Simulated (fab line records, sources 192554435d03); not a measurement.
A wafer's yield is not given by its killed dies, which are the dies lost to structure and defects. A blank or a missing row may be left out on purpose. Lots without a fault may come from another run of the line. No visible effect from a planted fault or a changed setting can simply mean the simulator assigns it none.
Which tool is to blame? ; flow n5Finfet ; 36 wafers from 12 lots sampled at 3 of the route's 1938 steps

WHAT THE GAUGES READ, wafer by wafer
N5_BEOL_M4_RS_MEAS_58: measurement is done with a four-point probe.
lot;measured;on;M4_RS (ohm/sq)
L075;day 7 23:01;filmMetro-01;0.63 0.68 0.64
L077;day 8 07:10;filmMetro-02;0.72 0.70 0.73
L079;day 8 20:35;filmMetro-01;0.69 0.70 0.69
L081;day 9 19:25;filmMetro-02;0.69 0.70 0.69
L083;day 10 17:25;filmMetro-01;0.71 0.70 0.74
L085;day 11 00:05;filmMetro-01;0.70 0.65 0.66
L088;day 11 04:51;filmMetro-01;0.70 0.66 0.62
L089;day 11 10:52;filmMetro-02;0.64 0.66 0.65
L091;day 12 12:53;filmMetro-01;0.67 0.70 0.63
L094;day 12 19:56;filmMetro-02;0.64 0.66 0.67
L095;day 13 14:08;filmMetro-01;0.67 0.68 0.68
L097;day 13 17:44;filmMetro-01;0.68 0.65 0.67

WHICH TOOL RAN EACH LOT (tool, then ch and the chambers of the sampled wafers, then the start)
lot;N5_BEOL_M4_SPUTTER_92;N5_BEOL_M4_CMP_52
L075;pvdSputter-01, day 7 21:31;cmp-02 ch 0,2,3, day 7 22:32
L077;pvdSputter-01, day 8 05:38;cmp-04 ch 0,2,3, day 8 06:34
L079;pvdSputter-02, day 8 19:06;cmp-04 ch 1,3, day 8 20:04
L081;pvdSputter-01, day 9 17:53;cmp-01 ch 0,1,3, day 9 18:49
L083;pvdSputter-03, day 10 15:50;cmp-04 ch 1,2,3, day 10 16:51
L085;pvdSputter-03, day 10 22:35;cmp-02 ch 0,1,2, day 10 23:34
L088;pvdSputter-01, day 11 03:14;cmp-02 ch 1,2, day 11 04:13
L089;pvdSputter-03, day 11 09:22;cmp-01 ch 1,2, day 11 10:20
L091;pvdSputter-02, day 12 11:08;cmp-02 ch 0,1,3, day 12 12:07
L094;pvdSputter-03, day 12 18:25;cmp-02 ch 0,1,3, day 12 19:25
L095;pvdSputter-03, day 13 12:23;cmp-02 ch 0,2,3, day 13 13:35
L097;pvdSputter-02, day 13 15:39;cmp-02 ch 2,3, day 13 17:13
- N5_BEOL_M4_SPUTTER_92: material Cu, target thk 4.5 nm, time 8.29 s.
- N5_BEOL_M4_CMP_52: polishes, stops on SiOC, t overpolish 6.8 s, target thk 40 nm.

THE ANSWER, worked out from the rows above alone
Rule: what is usual is taken from the lots themselves. The widest of any qualifying gaps counts: lots, ordered by their means at a reading, are off when they make up no more than a third of the lots, leave a main group of 4 or more, and stand apart from it by 3 or more times the standard deviation of that group's means. A main group is skipped when, at the precision printed for the reading in the tables above, its means are all equal. A lot without any number at a reading at which 4 lots or more have one is off too. Where the step has rows for the other lots, those lots are counted as sound.
None of the lots is off at any reading shown; this tells nothing.

WHAT THE SIMULATOR PUT IN
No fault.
